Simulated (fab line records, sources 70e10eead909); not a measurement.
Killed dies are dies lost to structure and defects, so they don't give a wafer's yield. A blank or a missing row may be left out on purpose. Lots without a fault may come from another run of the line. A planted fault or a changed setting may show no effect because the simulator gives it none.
fab line records | flow nand_harc
record lots=12 wafers=36 last_day=33
route steps=1302 shown A_CHANNEL_HOLE_D1@470 A_CHANNEL_FILL_D1@494 END@1302
lots that met no fault: from a run of the same line without faults
start_h: hours from the record's first day to the start of the lot's first wafer shown | wait_h: hours since the lot's step before | " the same as in the row above | L1.1+2: a row that stands for several wafers | - no value, or no start given | * or withheld: withheld | < > ~ a bound
route shown NAME@n: a module of which the file shows steps, and the number in the route of the first | usual: mean/standard deviation of fault-free wafers | same: alike in all rows | chamber/n: place in a boat | sites: the reading at each site | _std_site: their standard deviation | _edge_site: outer sites' mean less inner sites' | radius_mm: how far each site lies from the wafer's centre | mask NAME#n: copy n | behind: the tool/chamber that last shaped the wafer | hold: why the lot was held/for how many hours/how that ended | device: the transistor (n, p or np) that didn't switch | end of line: the same wafers' tests at the end of the route | a step without rows: its recipe alone | killed: dies lost to structure and defects at the first sort, not the wafer's yield | map: a wafer's dies, x killed, . not, _ none there
set.NAME: the setting as run; set.NAME@STEP: as run at that earlier step | model.NAME: the simulator's own value behind a step, which no gauge read
steps of the route over a sample of lots; a table a step, a row a wafer
services: from which hour (start_h, from the record's first day; less than 0 if before it) a tool's chamber was out of use, for how many hours, and why
## steps
# step NHARC_A_CHANNEL_HOLE_D1_CD_MEAS_18
# usual cd_nm=99.4/2.4
# columns lot.wafer tool chamber start_h wait_h cd_nm
L584.2 cd_sem-03 - 183.33 - 103.1
L584.5 " - " " 102.9
L584.6 " - " " 95.7
L586.1 cd_sem-02 - 207.59 - 99.1
L586.2 " - " " 93.6
L586.6 " - " " 98.9
L587.1 cd_sem-03 - 209.57 - 102.4
L587.2 " - " " 98.5
L587.5 " - " " 99.9
L589.3 cd_sem-01 - 232.23 - 96.7
L589.4 " - " " 99.2
L589.5 " - " " 97.5
L594.1 cd_sem-02 - 275.93 - 100.0
L594.2 " - " " 103.3
L594.6 " - " " 100.0
L596.1 cd_sem-02 - 300.51 - 96.4
L596.3 " - " " 99.8
L596.5 " - " " 100.3
L601.2 cd_sem-01 - 346.34 - 101.8
L601.4 " - " " 94.1
L601.6 " - " " 100.8
L603.3 cd_sem-01 - 366.05 - 99.8
L603.5 " - " " 100.9
L603.6 " - " " 102.3
L604.1 cd_sem-03 - 387.41 - 98.2
L604.4 " - " " 98.4
L604.5 " - " " 97.0
L605.1 cd_sem-03 - 392.92 - 99.6
L605.5 " - " " 98.7
L605.6 " - " " 99.7
L606.1 cd_sem-03 - 394.94 - 100.2
L606.3 " - " " 98.7
L606.5 " - " " 97.3
L607.1 cd_sem-01 - 404.53 - 97.0
L607.3 " - " " 101.4
L607.6 " - " " 96.5
# step NHARC_A_CHANNEL_HOLE_D1_ETCH_22
# recipe bias_v=3000 source_w=withheld pressure_mtorr=20 time_s=666.7 ar_flow_sccm=375 c4f8_flow_sccm=89.3 o2_flow_sccm=35.7 temp_c=-20 target_depth_a=16000 chemistry=C4F8/O2/Ar
# usual drypump_motor_current_A=5.9/0.45 showerhead_plenum_p_Torr=3.63/0.055 throttle_valve_pct=32.156/0.0096
# same time_s=666.7
# columns lot.wafer tool chamber start_h wait_h drypump_motor_current_A rf_hours_counter_h showerhead_plenum_p_Torr throttle_valve_pct
L584.2 har_etch-02 0 184.36 0.4 6.4 292 3.69 32.154
L584.5 " 1 " " 5.1 - 3.70 32.136
L584.6 " 0 " " 6.4 - 3.69 32.166
L586.1 har_etch-02 1 208.53 0.4 5.1 303 3.70 32.160
L586.2 " 0 " " 6.4 303 3.68 32.157
L586.6 " 1 " " 5.1 - 3.70 32.152
L587.2 har_etch-01 0 210.51 0.4 6.2 104 3.58 32.139
L587.1 " 1 " " 5.8 104 3.69 32.157
L587.5 " 1 " " 5.8 - 3.69 32.166
L589.3 har_etch-01 0 233.35 0.4 6.2 - 3.58 32.153
L589.4 " 1 " " 5.8 - 3.68 32.166
L589.5 " 0 " " 6.2 - 3.58 32.140
L594.2 har_etch-01 0 276.87 0.4 6.2 142 3.56 32.164
L594.1 " 1 " " 5.8 142 3.67 32.155
L594.6 " 1 " " 5.8 - 3.67 32.159
L596.1 har_etch-02 0 302.73 0.4 6.4 364 3.65 32.148
L596.3 " 0 " " 6.4 - 3.65 32.160
L596.5 " 1 " " 5.1 - 3.66 32.151
L601.2 har_etch-01 0 351.44 0.4 6.2 188 3.54 32.160
L601.4 " 0 " " 6.2 - 3.54 32.155
L601.6 " 1 " " 5.8 - 3.64 32.174
L603.3 har_etch-01 0 368.01 0.4 6.2 - 3.53 32.143
L603.6 " 1 " " 5.8 - 3.64 32.161
L603.5 " 0 " " 6.2 - 3.53 32.175
L604.1 har_etch-01 1 390.69 0.4 5.8 215 3.63 32.156
L604.4 " 0 " " 6.2 - 3.52 32.158
L604.5 " 1 " " 5.8 - 3.63 32.143
L605.1 har_etch-01 0 398.56 0.4 6.2 223 3.52 32.152
L605.5 " 0 " " 6.2 - 3.52 32.159
L605.6 " 1 " " 5.8 - 3.62 32.162
L606.1 har_etch-02 0 398.83 0.4 6.4 4 3.63 32.157
L606.3 " 0 " " 6.4 - 3.63 32.146
L606.5 " 0 " " 6.4 - 3.63 32.156
L607.1 har_etch-01 0 405.48 0.4 6.2 227 3.52 32.158
L607.3 " 0 " " 6.2 - 3.52 32.173
L607.6 " 1 " " 5.8 - 3.62 32.151
# step NHARC_A_CHANNEL_HOLE_D1_ETCH_26
# recipe bias_v=300 source_w=2000 pressure_mtorr=30 time_s=224.1 ar_flow_sccm=375 c4f8_flow_sccm=11.4 o2_flow_sccm=113.6 temp_c=-20 target_depth_a=3000 chemistry=C4F8/O2/Ar
# usual drypump_motor_current_A=5.9/0.46 showerhead_plenum_p_Torr=3.67/0.057 throttle_valve_pct=24.585/0.0088
# same time_s=224.1
# columns lot.wafer tool chamber start_h wait_h drypump_motor_current_A rf_hours_counter_h showerhead_plenum_p_Torr throttle_valve_pct
L584.2 har_etch-02 0 187.19 0.6 6.4 295 3.73 24.590
L584.5 " 1 " " 5.2 - 3.75 24.584
L584.6 " 0 " " 6.4 - 3.73 24.610
L586.1 har_etch-02 1 211.47 0.7 5.1 306 3.74 24.596
L586.2 " 0 " " 6.4 306 3.73 24.590
L586.6 " 1 " " 5.1 - 3.74 24.583
L587.2 har_etch-01 0 213.41 0.7 6.2 106 3.62 24.587
L587.1 " 1 " " 5.8 106 3.73 24.582
L587.5 " 1 " " 5.8 - 3.73 24.578
L589.3 har_etch-01 0 236.11 0.5 6.2 - 3.61 24.573
L589.4 " 1 " " 5.8 - 3.73 24.592
L589.5 " 0 " " 6.2 - 3.61 24.571
L594.2 har_etch-01 0 279.77 0.7 6.2 145 3.60 24.582
L594.1 " 1 " " 5.8 145 3.71 24.600
L594.6 " 1 " " 5.8 - 3.71 24.581
L596.1 har_etch-02 0 305.59 0.6 6.5 367 3.69 24.585
L596.3 " 0 " " 6.4 - 3.69 24.579
L596.5 " 1 " " 5.1 - 3.71 24.587
L601.2 har_etch-01 0 354.35 0.7 6.2 191 3.57 24.575
L601.4 " 0 " " 6.2 - 3.57 24.591
L601.6 " 1 " " 5.8 - 3.68 24.578
L603.3 har_etch-01 0 370.75 0.4 6.2 - 3.57 24.574
L603.6 " 1 " " 5.8 - 3.68 24.589
L603.5 " 0 " " 6.2 - 3.57 24.572
L604.1 har_etch-01 1 393.53 0.6 5.8 218 3.67 24.571
L604.4 " 0 " " 6.2 - 3.56 24.597
L604.5 " 1 " " 5.8 - 3.67 24.576
L605.1 har_etch-01 0 401.48 0.7 6.2 225 3.55 24.594
L605.5 " 0 " " 6.2 - 3.55 24.587
L605.6 " 1 " " 5.8 - 3.66 24.588
L606.1 har_etch-02 0 401.67 0.6 6.4 7 3.67 24.582
L606.3 " 0 " " 6.4 - 3.67 24.584
L606.5 " 0 " " 6.4 - 3.67 24.583
L607.1 har_etch-01 0 408.40 0.7 6.2 229 3.55 24.593
L607.3 " 0 " " 6.2 - 3.55 24.582
L607.6 " 1 " " 5.8 - 3.66 24.584
# step NHARC_A_CHANNEL_FILL_D1_ALD_14
# recipe target_thk_a=25 pulse_time_s=10 ald_cycles=25 temp_c=300 material=SiO2
# usual ald_cycles=25/0 heater_power_w=425/50 precursor_pulse_height_rel=0.997/0.021
# columns lot.wafer tool chamber start_h wait_h ald_cycles heater_power_w precursor_pulse_height_rel since_wet_clean_h
L584.2 ald_hk-01 1 196.38 0.2 25 352 0.992 66
L584.5 " 2 " " 25 396 0.981 -
L584.6 " 3 " " 25 444 1.028 -
L586.2 ald_hk-02 2 220.63 0.1 25 467 0.955 40
L586.1 " 3 " " 25 464 0.976 40
L586.6 " 1 " " 25 354 0.979 -
L587.1 ald_hk-01 3 220.66 0.1 25 441 1.020 91
L587.2 " 0 " " 25 441 0.998 91
L587.5 " 3 " " 25 458 0.986 -
L589.3 ald_hk-02 2 245.31 0.1 25 477 0.954 65
L589.4 " 0 " " 25 422 0.988 65
L589.5 " 1 " " 25 362 0.977 -
L594.1 ald_hk-04 0 288.92 0.0 25 476 1.009 22
L594.2 " 1 " " 25 479 1.010 22
L594.6 " 0 " " 25 492 0.996 -
L596.3 ald_hk-02 3 317.74 0.2 25 477 1.005 137
L596.1 " 0 " " 27 436 1.021 137
L596.5 " 2 " " 25 503 0.977 -
L601.2 ald_hk-01 1 363.53 0.0 25 353 0.994 56
L601.4 " 0 " " 25 454 0.993 56
L601.6 " 1 " " 25 355 1.005 -
L603.3 ald_hk-02 1 379.88 0.1 25 328 1.016 19
L603.6 " 0 " " 25 418 1.015 -
L603.5 " 1 " " 25 318 0.944 -
L604.4 ald_hk-04 2 403.54 0.0 25 425 0.973 136
L604.1 " 0 " " 25 500 0.999 137
L604.5 " 3 " " 25 381 1.014 -
L606.3 ald_hk-02 3 411.01 0.1 25 483 0.995 50
L606.1 " 0 " " 25 422 1.000 50
L606.5 " 1 " " 25 329 1.018 -
L605.1 ald_hk-01 1 411.05 0.2 25 362 0.997 103
L605.6 " 2 " " 25 379 0.980 -
L605.5 " 3 " " 25 444 1.049 -
L607.3 ald_hk-01 0 417.52 0.0 25 441 0.971 110
L607.1 " 2 " " 25 383 0.973 110
L607.6 " 0 " " 25 447 1.041 -
# step NHARC_END_SORT_01
# recipe temp_c=25
# usual killed_at_array=55/22 killed_at_other=1.1/1.4 killed_at_periphery=4/3.2 killed_dies=59/22 killed_open=3.3/1.8 killed_short=2.5/1.5
# same gross_dies=677
# columns lot.wafer tool chamber start_h wait_h killed_at_array killed_at_other killed_at_periphery killed_dies killed_open killed_short
L587.1 prober-01 0 579.97 2.5 54 4 1 59 4 4
L587.2 prober-01 0 580.77 2.8 62 2 1 65 4 5
L587.5 prober-01 0 583.16 3.7 63 0 2 65 2 2
# killed by level:class
L587.1 A_SLIT:chamber_film_flake=20 A_CHANNEL_HOLE_D2:chamber_film_flake=10 A_CONTACT:chamber_film_flake=8 THIN_TSV:chamber_film_flake=4 A_CHANNEL_FILL_D2:chamber_film_flake=3 A_WL_FILL:chamber_film_flake=2 A_DECK1_JOINT:chamber_film_flake=2 P_M0:geometric_particle:open=1
L587.2 A_SLIT:chamber_film_flake=23 A_CHANNEL_HOLE_D2:chamber_film_flake=13 A_CHANNEL_FILL_D2:chamber_film_flake=5 A_CONTACT:chamber_film_flake=5 A_CHANNEL_HOLE_D1:geometric_particle:open=2 A_WL_FILL:geometric_particle:short=2 A_CHANNEL_HOLE_D1:chamber_film_flake=2 A_WL_FILL:chamber_film_flake=2
L587.5 A_SLIT:chamber_film_flake=25 A_CHANNEL_HOLE_D2:chamber_film_flake=16 A_CONTACT:chamber_film_flake=9 A_CHANNEL_FILL_D2:chamber_film_flake=6 A_CHANNEL_HOLE_D1:chamber_film_flake=2 P_CONTACT:geometric_particle:short=1 A_SOURCE_PLATE:geometric_particle:open=1 A_CHANNEL_FILL_D1:geometric_particle:open=1
## services
# columns tool chamber start_h hours kind
ald_hk-02 - 170.63 10.0 pm
ald_hk-02 0 170.63 10.0 vent_cycle
ald_hk-02 1 170.63 10.0 vent_cycle
ald_hk-02 2 170.63 10.0 vent_cycle
ald_hk-02 3 170.63 10.0 vent_cycle
ald_hk-01 - 176.19 1.9 repair
ald_hk-02 0 180.63 - clean
ald_hk-02 1 180.63 - clean
ald_hk-02 2 180.63 - clean
ald_hk-02 - 204.19 0.7 repair
ald_hk-01 - 297.98 10.0 pm
har_etch-02 0 318.39 - consumable_replace:focus_ring
har_etch-02 0 318.39 17.0 scheduled_down
har_etch-02 0 318.39 17.0 vent_cycle
ald_hk-04 - 354.71 0.7 repair
ald_hk-04 - 361.54 0.7 repair
har_etch-02 - 377.00 17.0 pm
har_etch-02 0 377.00 17.0 vent_cycle
har_etch-02 1 377.00 17.0 vent_cycle
har_etch-02 0 394.00 - clean
har_etch-02 1 394.00 - clean
har_etch-02 1 394.00 - consumable_replace:esc
har_etch-02 1 394.00 - consumable_replace:focus_ring
har_etch-01 - 414.29 0.2 repair
## key
first_sign step=NHARC_A_CHANNEL_FILL_D1_ALD_14 reading=ald_cycles direction=up sigmas=99+ usual=25 struck=27
effect none on later readings
met_at NHARC_A_CHANNEL_FILL_D1_ALD_14
struck_lots L596
struck_wafers L596.1
tester_left_out L596
not_acting_at NHARC_A_CHANNEL_HOLE_D1_CD_MEAS_18,NHARC_A_CHANNEL_HOLE_D1_ETCH_22,NHARC_A_CHANNEL_HOLE_D1_ETCH_26
onset_between 245.31 317.74
fault kind=process_parameter_drift tool=ald_hk-02 chamber=0 onset_h=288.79 steps=NHARC_A_CHANNEL_FILL_D1_ALD_14 channel=ald_cycles offset=2 shape=step end_h=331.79 acts_in=these_recipes_only stated=25
# tester_left_out: of these lots the tester's yield and bins aren't shown, on N5 and GAA mostly nor the transistor test; their killed dies are dies lost to structure and defects alone, not to doping, threshold or leakage, so they don't give the yield
